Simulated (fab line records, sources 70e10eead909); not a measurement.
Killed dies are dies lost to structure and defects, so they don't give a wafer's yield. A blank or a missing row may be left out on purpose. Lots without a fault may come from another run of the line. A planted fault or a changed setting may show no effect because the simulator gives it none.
fab line records | flow nand_harc
record lots=5 wafers=15 last_day=33
route steps=1302 shown P_STI@107 P_GATE@110 END@1302
lots that met no fault: from a run of the same line without faults
start_h: hours from the record's first day to the start of the lot's first wafer shown | wait_h: hours since the lot's step before | " the same as in the row above | L1.1+2: a row that stands for several wafers | - no value, or no start given | * or withheld: withheld | < > ~ a bound
route shown NAME@n: a module of which the file shows steps, and the number in the route of the first | usual: mean/standard deviation of fault-free wafers | same: alike in all rows | chamber/n: place in a boat | sites: the reading at each site | _std_site: their standard deviation | _edge_site: outer sites' mean less inner sites' | radius_mm: how far each site lies from the wafer's centre | mask NAME#n: copy n | behind: the tool/chamber that last shaped the wafer | hold: why the lot was held/for how many hours/how that ended | device: the transistor (n, p or np) that didn't switch | end of line: the same wafers' tests at the end of the route | a step without rows: its recipe alone | killed: dies lost to structure and defects at the first sort, not the wafer's yield | map: a wafer's dies, x killed, . not, _ none there
set.NAME: the setting as run; set.NAME@STEP: as run at that earlier step | model.NAME: the simulator's own value behind a step, which no gauge read
lots at some steps of the route; a table a step, a row a wafer
services: from which hour (start_h, from the record's first day; less than 0 if before it) a tool's chamber was out of use, for how many hours, and why
## steps
# step NHARC_P_STI_SRD_39
# step NHARC_P_STI_OXIDE_40
# recipe target_thk_a=100 temp_c=900 ox_time_s=1362 material=SiO2
# step NHARC_P_STI_INSPECT_25
# usual raw_defect_count=217/110
# columns lot.wafer tool chamber start_h wait_h raw_defect_count
L559.2 defect_inspect-02 - 84.39 0.4 191
L559.3 " - " " 151
L559.5 " - " " 129
L566.1 defect_inspect-02 - 142.43 0.4 150
L566.4 " - " " 176
L566.5 " - " " 162
L570.1 defect_inspect-01 - 189.27 0.4 134
L570.3 " - " " 133
L570.5 " - " " 218
L579.3 defect_inspect-01 - 275.88 0.4 237
L579.4 " - " " 147
L579.6 " - " " 150
L580.2 defect_inspect-01 - 286.96 0.4 274
L580.3 " - " " 328
L580.6 " - " " 518
# step NHARC_P_GATE_ETCH_69
# recipe target_depth_a=140 chemistry=dHF material=SiO2
# step NHARC_P_GATE_PRECLEAN_70
# recipe time_s=* temp_c=50 bath_age_min=0 chemistry=SC1
# step NHARC_P_GATE_SRD_01
# step NHARC_P_GATE_OXIDE_02
# recipe target_thk_a=375 temp_c=950 p_h2o_torr=720 ox_time_s=365 material=SiO2
# step NHARC_P_GATE_DEHYDRATE_03
# recipe temp_c=150 time_s=120
# step NHARC_P_GATE_HMDS_04
# recipe time_s=30
# step NHARC_P_GATE_COAT_05
# recipe spin_rpm=4690
# step NHARC_P_GATE_SOFTBAKE_06
# recipe temp_c=122 time_s=95
# step NHARC_P_GATE_EBR_07
# step NHARC_P_GATE_EXPOSE_08
# recipe na=0.6 dose_mj=16.75 mask_id=P_HV
# columns lot.wafer tool chamber start_h wait_h mask
L559.2+3+5 krf_scanner-04 0 92.45 - P_HV#0
L566.1+4+5 krf_scanner-02 0 150.70 - P_HVPW#0
L570.1+3+5 krf_scanner-04 0 197.52 - P_HV#0
L579.3+4+6 krf_scanner-04 0 284.52 - P_HV#0
L580.2+3+6 krf_scanner-02 0 295.25 - P_HV#0
# step NHARC_P_GATE_PEB_09
# recipe peb_temp_c=118 peb_time_s=85
# step NHARC_P_GATE_DEVELOP_10
# recipe time_s=70
# step NHARC_P_GATE_CD_MEAS_11
# recipe target_cd_nm=1640 landing_energy_ev=500
# usual cd_nm=1640.9/2.6
# columns lot.wafer tool chamber start_h wait_h cd_nm
L559.2 cd_sem-03 0 92.60 - 1635.6
L559.3 " 0 " " 1641.6
L559.5 " 0 " " 1637.2
L566.1 cd_sem-02 0 150.85 - -
L566.4 " 0 " " -
L566.5 " 0 " " -
L570.1 cd_sem-01 0 197.67 - 1640.1
L570.3 " 0 " " 1641.6
L570.5 " 0 " " 1640.0
L579.3 cd_sem-03 0 284.67 - 1644.6
L579.4 " 0 " " 1642.4
L579.6 " 0 " " 1640.1
L580.2 cd_sem-01 0 295.40 - 1639.6
L580.3 " 0 " " 1642.1
L580.6 " 0 " " 1639.9
# step NHARC_P_GATE_HARDBAKE_12
# recipe temp_c=125 time_s=80
# step NHARC_END_SORT_01
# recipe temp_c=25
# usual killed_at_array=47/18 killed_at_other=0.9/1.1 killed_at_periphery=4/3.1 killed_dies=52/18 killed_open=3.1/1.5 killed_short=2.4/1.5
# same gross_dies=677
# columns lot.wafer tool chamber start_h wait_h hold killed_at_array killed_at_other killed_at_periphery killed_dies killed_open killed_short
L559.2 prober-02 0 577.36 2.8 - 39 2 7 48 5 1
L559.3 prober-02 0 578.15 3.1 - 38 1 4 43 3 1
L559.5 prober-02 0 579.72 3.7 - 45 0 9 54 3 3
L566.1 prober-01 0 627.03 2.5 await_dispo/2.6h/scrap 25 2 650 677 4 1
L566.4 prober-01 0 629.42 3.4 await_dispo/2.6h/scrap 32 1 644 677 4 2
L566.5 prober-01 0 630.22 3.7 await_dispo/2.6h/scrap 30 1 646 677 3 4
L570.1 prober-01 0 685.22 2.5 - 34 0 1 35 3 3
L570.3 prober-01 0 686.83 3.1 - 29 2 1 32 3 4
L570.5 prober-01 0 688.43 3.7 - 32 0 0 32 4 1
L579.3 prober-02 0 775.76 3.1 - 65 4 5 74 3 2
L579.4 prober-02 0 776.55 3.4 - 53 3 4 60 2 1
L579.6 prober-02 0 778.13 4.0 - 59 3 4 66 5 2
L580.2 prober-01 0 781.08 2.8 - 24 0 2 26 2 2
L580.3 prober-01 0 781.87 3.1 - 24 1 0 25 3 3
L580.6 prober-01 0 784.25 4.0 - 31 3 2 36 1 3
# killed by level:class
L559.2 A_SLIT:chamber_film_flake=15 A_CHANNEL_HOLE_D2:chamber_film_flake=6 P_CONTACT:chamber_film_flake=5 A_STAIRCASE:chamber_film_flake=5 A_CONTACT:chamber_film_flake=5 A_WL_FILL:chamber_film_flake=4 STARTING-WAFER:geometric_particle:open=2 P_STI:geometric_particle:open=1
L559.3 A_SLIT:chamber_film_flake=21 A_STAIRCASE:chamber_film_flake=5 A_CHANNEL_HOLE_D2:chamber_film_flake=4 P_CONTACT:chamber_film_flake=3 A_WL_FILL:chamber_film_flake=2 A_CONTACT:chamber_film_flake=2 A_ONON_D1:geometric_particle:short=1 A_DECK1_JOINT:geometric_particle:open=1
L559.5 A_SLIT:chamber_film_flake=20 A_WL_FILL:chamber_film_flake=6 P_CONTACT:chamber_film_flake=5 A_STAIRCASE:chamber_film_flake=5 A_CHANNEL_HOLE_D1:chamber_film_flake=3 A_CONTACT:chamber_film_flake=3 A_CHANNEL_HOLE_D2:chamber_film_flake=2 A_M0:chamber_film_flake=2
L566.1 P_GATE:area_expose=644 A_CHANNEL_HOLE_D2:chamber_film_flake=15 P_GATE:chamber_film_flake=4 A_M0:geometric_particle:open=2 THIN_TSV:chamber_film_flake=2 A_ONON_D1:geometric_particle:open=1 A_CHANNEL_HOLE_D2:geometric_particle:short=1 A_M1:geometric_particle:open=1
L566.4 P_GATE:area_expose=638 A_CHANNEL_HOLE_D2:chamber_film_flake=14 A_SLIT:chamber_film_flake=5 A_CHANNEL_HOLE_D1:chamber_film_flake=3 P_GATE:chamber_film_flake=2 P_BONDPAD:chamber_film_flake=2 A_WL_FILL:chamber_film_flake=2 P_M0:geometric_particle:open=1
L566.5 P_GATE:area_expose=641 A_CHANNEL_HOLE_D2:chamber_film_flake=13 A_CHANNEL_HOLE_D1:chamber_film_flake=4 P_GATE:chamber_film_flake=3 A_CONTACT:chamber_film_flake=3 A_SLIT:chamber_film_flake=2 P_M0:geometric_particle:open=1 A_ONON_D1:geometric_particle:short=1
L570.1 A_CHANNEL_HOLE_D2:chamber_film_flake=13 A_CHANNEL_HOLE_D1:chamber_film_flake=5 A_WL_FILL:chamber_film_flake=3 A_CONTACT:chamber_film_flake=3 A_STAIRCASE:chamber_film_flake=2 A_ONON_D1:geometric_particle:short=1 A_CHANNEL_FILL_D1:geometric_particle:short=1 A_CHANNEL_FILL_D1:geometric_particle:open=1
L570.3 A_CHANNEL_HOLE_D2:chamber_film_flake=12 A_CHANNEL_HOLE_D1:chamber_film_flake=3 A_CHANNEL_FILL_D1:geometric_particle:short=2 A_BLC:geometric_particle:open=2 A_SLIT:chamber_film_flake=2 A_CONTACT:chamber_film_flake=2 THIN_TSV:chamber_film_flake=2 A_ONON_D1:geometric_particle:short=1
L570.5 A_CHANNEL_HOLE_D2:chamber_film_flake=14 A_SLIT:chamber_film_flake=4 A_SGD_CUT:geometric_particle:open=2 A_CHANNEL_HOLE_D1:chamber_film_flake=2 A_DECK1_JOINT:chamber_film_flake=2 A_ONON_D1:geometric_particle:open=1 A_CHANNEL_FILL_D1:geometric_particle:open=1 A_ONON_D2:geometric_particle:short=1
L579.3 A_SLIT:chamber_film_flake=31 A_CHANNEL_HOLE_D1:chamber_film_flake=8 A_CHANNEL_HOLE_D2:chamber_film_flake=8 A_STAIRCASE:chamber_film_flake=6 THIN_TSV:chamber_film_flake=4 A_CHANNEL_FILL_D1:chamber_film_flake=3 P_ZERO_WELL:chamber_film_flake=2 P_GATE:chamber_film_flake=2
L579.4 A_SLIT:chamber_film_flake=22 A_CHANNEL_HOLE_D1:chamber_film_flake=14 A_CHANNEL_HOLE_D2:chamber_film_flake=5 A_STAIRCASE:chamber_film_flake=4 THIN_TSV:chamber_film_flake=3 P_STI:chamber_film_flake=2 A_SGD_CUT:chamber_film_flake=2 A_WL_FILL:chamber_film_flake=2
L579.6 A_SLIT:chamber_film_flake=19 A_CHANNEL_HOLE_D1:chamber_film_flake=13 A_STAIRCASE:chamber_film_flake=7 A_CHANNEL_HOLE_D2:chamber_film_flake=5 A_SGD_CUT:chamber_film_flake=4 A_CHANNEL_FILL_D1:chamber_film_flake=3 A_CONTACT:geometric_particle:open=2 A_M0:geometric_particle:open=2
L580.2 A_CONTACT:chamber_film_flake=7 A_CHANNEL_HOLE_D2:chamber_film_flake=3 A_ZERO_WELL:chamber_film_flake=2 A_CHANNEL_HOLE_D1:unspecified=2 A_CHANNEL_FILL_D1:chamber_film_flake=2 A_SLIT:chamber_film_flake=2 P_M0:geometric_particle:short=1 A_CHANNEL_FILL_D1:geometric_particle:short=1
L580.3 A_CONTACT:chamber_film_flake=7 A_SLIT:chamber_film_flake=4 A_CHANNEL_FILL_D1:chamber_film_flake=2 A_STAIRCASE:chamber_film_flake=2 A_ONON_D1:geometric_particle:short=1 A_CHANNEL_HOLE_D1:geometric_particle:open=1 A_CHANNEL_FILL_D1:geometric_particle:open=1 A_ONON_D2:geometric_particle:short=1
L580.6 A_SLIT:chamber_film_flake=10 A_CONTACT:chamber_film_flake=9 A_CHANNEL_HOLE_D2:chamber_film_flake=3 P_GATE:chamber_film_flake=2 A_CHANNEL_FILL_D1:chamber_film_flake=2 A_DECK1_JOINT:chamber_film_flake=2 THIN_TSV:chamber_film_flake=2 A_ONON_D1:geometric_particle:short=1
# map L566.1 (x killed, . not)
____________x____________
_________xxxxxxx_________
_______xxxxxxxxxxx_______
______xxxxxxxxxxxxx______
_____xxxxxxxxxxxxxxx_____
____xxxxxxxxxxxxxxxxx____
____xxxxxxxxxxxxxxxxx____
___xxxxxxxxxxxxxxxxxxx___
___xxxxxxxxxxxxxxxxxxx___
__xxxxxxxxxxxxxxxxxxxxx__
__xxxxxxxxxxxxxxxxxxxxx__
_xxxxxxxxxxxxxxxxxxxxxxx_
_xxxxxxxxxxxxxxxxxxxxxxx_
_xxxxxxxxxxxxxxxxxxxxxxx_
_xxxxxxxxxxxxxxxxxxxxxxx_
_xxxxxxxxxxxxxxxxxxxxxxx_
xxxxxxxxxxxxxxxxxxxxxxxxx
xxxxxxxxxxxxxxxxxxxxxxxxx
xxxxxxxxxxxxxxxxxxxxxxxxx
xxxxxxxxxxxxxxxxxxxxxxxxx
xxxxxxxxxxxxxxxxxxxxxxxxx
_xxxxxxxxxxxxxxxxxxxxxxx_
_xxxxxxxxxxxxxxxxxxxxxxx_
_xxxxxxxxxxxxxxxxxxxxxxx_
_xxxxxxxxxxxxxxxxxxxxxxx_
_xxxxxxxxxxxxxxxxxxxxxxx_
__xxxxxxxxxxxxxxxxxxxxx__
__xxxxxxxxxxxxxxxxxxxxx__
___xxxxxxxxxxxxxxxxxxx___
___xxxxxxxxxxxxxxxxxxx___
____xxxxxxxxxxxxxxxxx____
____xxxxxxxxxxxxxxxxx____
_____xxxxxxxxxxxxxxx_____
______xxxxxxxxxxxxx______
_______xxxxxxxxxxx_______
_________xxxxxxx_________
____________x____________
# map L580.6 (x killed, . not)
____________.____________
_________......._________
_______..........._______
______.............______
_____..............x_____
____.................____
____..............x..____
___...................___
___...................___
__.....................__
__.....................__
_x......................_
_..........x............_
_.........x............._
_......................._
_......................._
.....................x...
......................x..
...................x.....
.x.......................
xx.......................
_......................._
_......................._
_............x......x..._
_...xxx....x............_
_..x..x.....x.........x._
__.....................__
__.x........x..........__
___........xxx........___
___..x.......xx.......___
____...x........x....____
____...........x.....____
_____..............._____
______.......xx..x.______
_______.........x._______
_________......._________
____________.____________
## services
# columns tool chamber start_h hours kind
krf_scanner-02 - 93.51 0.5 repair
krf_scanner-02 - 94.03 4.0 pm
krf_scanner-02 - 180.19 1.5 repair
krf_scanner-04 - 182.00 4.0 pm
krf_scanner-04 - 217.82 1.6 repair
krf_scanner-02 - 223.04 0.8 repair
krf_scanner-02 - 231.48 0.8 repair
krf_scanner-02 - 232.99 1.8 repair
krf_scanner-02 - 266.03 4.0 pm
krf_scanner-04 - 293.61 0.7 repair
## key
first_sign step=NHARC_P_GATE_EXPOSE_08 reading=mask direction=changed
effect step=NHARC_P_GATE_CD_MEAS_11 reading=cd_nm direction=missing
effect step=NHARC_END_SORT_01 reading=killed_at_periphery direction=up sigmas=99+ usual=4 struck=647
more_kills_born_at NHARC_P_GATE_EXPOSE_08@krf_scanner-02=1923
met_at NHARC_P_GATE_EXPOSE_08
struck_wafers L566.1,L566.4,L566.5
later_rows_left_out L566.1,L566.4,L566.5
tester_left_out L566
fault kind=wrong_mask tool=any chamber=- onset_h=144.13 steps=NHARC_P_GATE_EXPOSE_08 aux_copy=P_HVPW#0 scope=struck_lots_only
# tester_left_out: of these lots the tester's yield and bins aren't shown, on N5 and GAA mostly nor the transistor test; their killed dies are dies lost to structure and defects alone, not to doping, threshold or leakage, so they don't give the yield
# later_rows_left_out: the simulator's readings of these wafers behind a module that went badly wrong aren't trusted and aren't shown, but for the sort
